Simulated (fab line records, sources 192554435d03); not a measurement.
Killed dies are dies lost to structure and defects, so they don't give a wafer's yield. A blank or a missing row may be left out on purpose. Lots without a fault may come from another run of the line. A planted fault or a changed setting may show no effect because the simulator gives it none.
Which tool did it? | flow n5_finfet | 8 lots, 24 wafers sampled, at 7 steps of a route of 1938

WHAT THE GAUGES READ, wafer by wafer
N5_BEOL_M0_SAQP_CD_MEAS_40: target cd 30 nm.
lot  | measured     | on        | cd_nm (nm)
L537 | day 7 02:35  | cd_sem-03 | 29.64 30.00 29.75
L538 | day 7 02:38  | cd_sem-01 | 29.84 29.92 29.81
L540 | day 7 17:23  | cd_sem-03 | 29.83 29.62 29.96
L541 | day 7 21:40  | cd_sem-01 | 30.25 29.70 30.07
L551 | day 10 11:29 | cd_sem-02 | 30.18 30.36 29.91
L553 | day 10 22:50 | cd_sem-03 | 30.27 30.06 30.52
L554 | day 11 13:15 | cd_sem-02 | 30.45 30.32 30.36
L555 | day 11 15:05 | cd_sem-02 | 30.01 30.09 30.04

N5_BEOL_M0_SAQP_INSPECT_42: inspects for defects (brightfield).
lot  | measured     | on                | raw_defect_count
L537 | day 7 02:40  | defect_inspect-02 | 240 276 337
L538 | day 7 02:43  | defect_inspect-01 | 1261 1064 1076
L540 | day 7 17:28  | defect_inspect-02 | 974 904 1032
L541 | day 7 21:46  | defect_inspect-02 | 1036 1017 1068
L551 | day 10 11:34 | defect_inspect-02 | 331 188 191
L553 | day 10 22:56 | defect_inspect-01 | 247 313 423
L554 | day 11 13:20 | defect_inspect-01 | 297 380 174
L555 | day 11 15:10 | defect_inspect-01 | 214 328 366

N5_BEOL_M0_CUTY_INSPECT_59: inspects for defects (macro).
lot  | measured     | on                | raw_defect_count
L537 | day 7 04:04  | defect_inspect-01 | 2 0 2
L538 | day 7 04:32  | defect_inspect-01 | >300 >300 >300
L540 | day 7 18:52  | defect_inspect-02 | >300 >300 >300
L541 | day 7 23:20  | defect_inspect-01 | >300 >300 >300
L551 | day 10 13:23 | defect_inspect-01 | 4 2 1
L553 | day 11 00:41 | defect_inspect-02 | 0 4 0
L554 | day 11 15:14 | defect_inspect-02 | 1 3 3
L555 | day 11 16:57 | defect_inspect-01 | 2 1 0

N5_BEOL_M4_RC_MEAS_101.
lot  | measured     | on        | DIBL_N (mV/V)  | DIBL_P (mV/V)  | IOFF_N (nA/um) | IOFF_P (nA/um) | ION_N (uA/um) | ION_P (uA/um) | SS_N (mV/dec)  | SS_P (mV/dec)  | VT_N (mV)   | VT_P (mV)
L537 | day 9 03:45  | prober-01 | 37.0 32.8 33.5 | 38.0 33.0 33.6 | 0.18 0.11 0.11 | 0.22 0.16 0.16 | 679 667 654   | 462 458 454   | 71.9 70.5 70.8 | 74.2 72.3 73.0 | 247 255 255 | -251 -254 -252
L538 | day 9 09:12  | prober-01 | 34.9 38.7 33.5 | 36.7 41.8 35.7 | 0.14 0.22 0.13 | 0.19 0.27 0.19 | 651 687 681   | 447 470 466   | 70.6 72.4 71.0 | 73.5 75.0 72.7 | 250 247 251 | -250 -250 -251
L540 | day 9 21:40  | prober-01 | 36.0 37.7 36.6 | 36.3 38.7 37.0 | 0.17 0.19 0.18 | 0.19 0.24 0.20 | 679 670 675   | 455 459 452   | 71.6 72.0 71.2 | 74.0 74.3 74.5 | 248 248 246 | -254 -252 -252
L541 | day 10 01:33 | prober-01 | 34.2 36.0 34.7 | 35.2 37.6 36.7 | 0.16 0.18 0.15 | 0.23 0.27 0.25 | 682 687 667   | 471 472 469   | 70.8 71.3 71.9 | 72.9 74.4 72.9 | 246 248 253 | -246 -245 -248
L551 | day 12 23:50 | prober-02 | 37.8 37.6 41.4 | 37.4 36.8 42.1 | 0.16 0.15 0.22 | 0.20 0.19 0.28 | 669 669 677   | 454 452 463   | 71.5 71.2 73.0 | 73.2 72.4 73.5 | 250 252 248 | -253 -254 -248
L553 | day 13 04:50 | prober-01 | 39.0 35.4 38.2 | 39.9 35.2 38.7 | 0.23 0.15 0.19 | 0.25 0.18 0.23 | 691 669 692   | 460 452 466   | 73.0 71.5 72.7 | 74.0 73.2 74.3 | 245 253 250 | -250 -254 -251
L554 | day 13 11:44 | prober-01 | 38.9 36.7 39.7 | 42.2 38.1 42.3 | 0.22 0.17 0.23 | 0.32 0.25 0.32 | 692 676 701   | 476 470 472   | 71.6 71.0 71.7 | 74.1 72.9 74.1 | 246 248 241 | -242 -247 -243
L555 | day 13 22:22 | prober-02 | 37.7 33.0 34.5 | 39.1 32.4 34.2 | 0.19 0.10 0.13 | 0.27 0.17 0.19 | 683 649 669   | 477 458 467   | 71.8 69.8 71.2 | 73.7 72.1 73.2 | 248 256 253 | -245 -256 -251

WHICH TOOL RAN EACH LOT (tool, then ch and the chambers of the sampled wafers, then the start)
lot  | N5_BEOL_M0_SAQP_SPACER1_ETCHBACK_99 | N5_BEOL_M0_SAQP_MANDREL_ETCH_103 | N5_BEOL_M0_SAQP_DESCUM_45
L537 | rie_diel-06 ch 0,2,3, day 6 20:18   | rie_si-06 ch 0,1,3, day 6 20:45  | rie_diel-04 ch 1,2,3, day 7 02:42
L538 | rie_diel-06 ch 0,3, day 6 23:39     | rie_si-06 ch 0,1,3, day 7 00:01  | rie_diel-06 ch 0,3, day 7 02:45
L540 | rie_diel-06 ch 0,2, day 7 15:07     | rie_si-01 ch 0,1,2, day 7 15:29  | rie_diel-04 ch 0,1,2, day 7 17:30
L541 | rie_diel-06 ch 0,2,3, day 7 19:15   | rie_si-05 ch 0,2,3, day 7 19:40  | rie_diel-06 ch 0,3, day 7 21:59
L551 | rie_diel-06 ch 0,2, day 10 09:05    | rie_si-01 ch 1,3, day 10 09:27   | rie_diel-06 ch 0,3, day 10 11:52
L553 | rie_diel-06 ch 0,1,2, day 10 20:15  | rie_si-05 ch 0,1,3, day 10 20:37 | rie_diel-06 ch 1,2,3, day 10 23:20
L554 | rie_diel-06 ch 0,2, day 11 10:47    | rie_si-06 ch 0,1,3, day 11 11:10 | rie_diel-04 ch 0,2,3, day 11 13:52
L555 | rie_diel-06 ch 0,2, day 11 12:11    | rie_si-05 ch 1,2, day 11 12:49   | rie_diel-06 ch 1,2, day 11 15:26
- N5_BEOL_M0_SAQP_SPACER1_ETCHBACK_99: etches SiO2 in CHF3/O2, target depth 15.4 nm, time 7.7 s.
- N5_BEOL_M0_SAQP_MANDREL_ETCH_103: etches a-Si in HBr/Cl2, stops on SiCN, target depth 45 nm, bt time 10 s, time 27 s.
- N5_BEOL_M0_SAQP_DESCUM_45: chemistry O2, time 7 s.

WHAT THE TOOLS THEMSELVES READ (means of the sampled wafers that have a number; where no wafer has one, the mark that the record gives instead)
N5_BEOL_M0_SAQP_SPACER1_ETCHBACK_99.
lot  | tool        | drypump_motor_current_A (A) | oes_o_777_au (a.u.) | oes_product_au (a.u.) | rf_fwd_power_W (W) | rf_vpp_V (V) | showerhead_plenum_p_Torr (Torr) | throttle_valve_pct (%)
L537 | rie_diel-06 | 5.9                         | 0.74                | 0.74                  | 646.1              | 518          | 2.37                            | 19.05
L538 | rie_diel-06 | 6.3                         | 0.77                | 0.76                  | 645.9              | 515          | 2.39                            | 19.05
L540 | rie_diel-06 | 5.7                         | 0.78                | 0.77                  | 642.4              | 504          | 2.43                            | 19.11
L541 | rie_diel-06 | 5.9                         | 0.74                | 0.74                  | 643.9              | 517          | 2.36                            | 19.06
L551 | rie_diel-06 | 5.7                         | 0.76                | 0.75                  | 646.6              | 504          | 2.42                            | 19.14
L553 | rie_diel-06 | 5.7                         | 0.83                | 0.81                  | 645.5              | 514          | 2.39                            | 19.01
L554 | rie_diel-06 | 5.3                         | 0.73                | 0.72                  | 646.7              | 506          | 2.39                            | 19.16
L555 | rie_diel-06 | 5.7                         | 0.75                | 0.74                  | 645.7              | 503          | 2.42                            | 19.16

N5_BEOL_M0_SAQP_MANDREL_ETCH_103.
lot  | tool      | drypump_motor_current_A (A) | oes_product_au (a.u.) | rf_fwd_power_W (W) | throttle_valve_pct (%)
L537 | rie_si-06 | 6.0                         | 0.667                 | 793                | 35.3
L538 | rie_si-06 | 6.0                         | 0.680                 | 793                | 35.3
L540 | rie_si-01 | 5.7                         | 0.689                 | 796                | 35.3
L541 | rie_si-05 | 6.0                         | 0.675                 | 793                | 35.7
L551 | rie_si-01 | 6.2                         | 0.677                 | 793                | 35.2
L553 | rie_si-05 | 5.8                         | 0.686                 | 797                | 35.3
L554 | rie_si-06 | 6.0                         | 0.670                 | 791                | 35.3
L555 | rie_si-05 | 5.6                         | 0.691                 | 797                | 35.5

N5_BEOL_M0_SAQP_DESCUM_45.
lot  | tool        | drypump_motor_current_A (A) | oes_product_au (a.u.) | rf_fwd_power_W (W) | rf_vpp_V (V) | showerhead_plenum_p_Torr (Torr) | throttle_valve_pct (%)
L537 | rie_diel-04 | 5.7                         | 0.84                  | 49.37              | 242.4        | 2.08                            | 20.58
L538 | rie_diel-06 | 6.3                         | 0.76                  | 49.31              | 242.3        | 2.06                            | 20.50
L540 | rie_diel-04 | 6.0                         | 0.82                  | 49.54              | 241.6        | 2.05                            | 20.39
L541 | rie_diel-06 | 6.3                         | 0.75                  | 49.38              | 241.9        | 2.06                            | 20.50
L551 | rie_diel-06 | 6.6                         | 0.71                  | 49.56              | 242.5        | 2.01                            | 20.52
L553 | rie_diel-06 | 5.9                         | 0.77                  | 49.34              | 242.0        | 2.03                            | 20.56
L554 | rie_diel-04 | 5.7                         | 0.75                  | 49.46              | 243.7        | 2.09                            | 20.50
L555 | rie_diel-06 | 5.3                         | 0.76                  | 49.19              | 242.8        | 2.06                            | 20.64

THE ANSWER, worked out from the rows above alone
Rule: what is usual is taken from the lots themselves. Put in order of their means at a reading, lots are off if they are a third of the lots or fewer, leave a main group of 4 or more, and stand apart from it by a gap of 3 or more times the standard deviation of the main group's means; of several such gaps the widest counts. A main group whose means are all the same, to the digits that the tables above print for the reading, isn't used. A lot without any number at a reading at which 4 lots or more have one is off too. The other lots that the step has rows for count as sound. The gauges are gone through in route order, then the tools' own readings, and for those a lot's mean is taken as printed above. The first step at which some lot is off is used, and at that step the reading that is off furthest; a lot without a number counts as furthest.
Off: L538, L540, L541, at N5_BEOL_M0_CUTY_INSPECT_59 (raw_defect_count). Without a number there: L538, L540, L541. The main group: mean 1.7, standard deviation 0.56.
A tool fits if, at a process step before that reading, it ran every lot that is off, and no sound lot after the first of them. The gauges at N5_BEOL_M0_CUTY_INSPECT_59 are tried like those tools. None of those tried fits.

WHAT THE SIMULATOR HAD PUT IN
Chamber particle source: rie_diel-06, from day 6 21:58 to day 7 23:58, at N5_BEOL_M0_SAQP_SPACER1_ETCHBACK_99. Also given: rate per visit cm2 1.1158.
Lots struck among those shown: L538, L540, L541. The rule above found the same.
